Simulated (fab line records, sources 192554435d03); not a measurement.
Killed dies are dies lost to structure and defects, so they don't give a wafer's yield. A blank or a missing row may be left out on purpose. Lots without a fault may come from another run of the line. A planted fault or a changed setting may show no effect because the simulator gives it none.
Chamber matching | flow n5_finfet | N5_GATE_CUT_CMP_61 on cmp-02: 4 sister chambers
The step polishes, stops on SiNx, t overpolish 3 s. 4 wafers are shown with their chamber, then 11 later ones without.

WAFERS WITH THEIR CHAMBER
wafer  | chamber | motor_current_A (A)
L087.5 | 1       | 13.2
L087.6 | 0       | 11.4
L091.6 | 3       | 13.3
L090.1 | 2       | 11.1

WAFERS WITHOUT THEIR CHAMBER
wafer  | motor_current_A (A)
L090.3 | 12.5
L090.5 | 10.9
L093.1 | 13.7
L093.2 | 13.7
L093.4 | 11.9
L094.2 | 13.6
L094.4 | 12.5
L094.6 | 13.0
L096.2 | 12.4
L096.4 | 12.9
L096.6 | 12.9

WHICH CHAMBER EACH WENT THROUGH
wafer  | from the rows above               | in truth
L090.3 | can't be placed: 1 or 3 or 0 or 2 | 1
L090.5 | can't be placed: 2 or 0           | 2
L093.1 | can't be placed: 3 or 1           | 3
L093.2 | can't be placed: 3 or 1           | 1
L093.4 | can't be placed: 0 or 2 or 1 or 3 | 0
L094.2 | can't be placed: 3 or 1           | 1
L094.4 | can't be placed: 1 or 3 or 0 or 2 | 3
L094.6 | can't be placed: 1 or 3           | 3
L096.2 | can't be placed: 1 or 3 or 0 or 2 | 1
L096.4 | can't be placed: 1 or 3           | 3
L096.6 | can't be placed: 1 or 3           | 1
Placed correctly: 0 of 11. Can't be placed from these rows: 11 (the true chamber is among the candidates in 11). Placed wrongly: 0.
How it was worked out, from the rows above alone: a wafer's distance from a chamber is the root of the sum, over the readings, of the square of ((its reading less the chamber's mean) divided by the reading's scatter). The wafer belongs to the nearest chamber; if the next one is less than 2 further off, it can't be placed. A chamber's mean is the mean of its shown wafers. The scatter: with one shown wafer a chamber, the root of the mean of the squares of how far each hidden wafer lies from its nearest shown one.
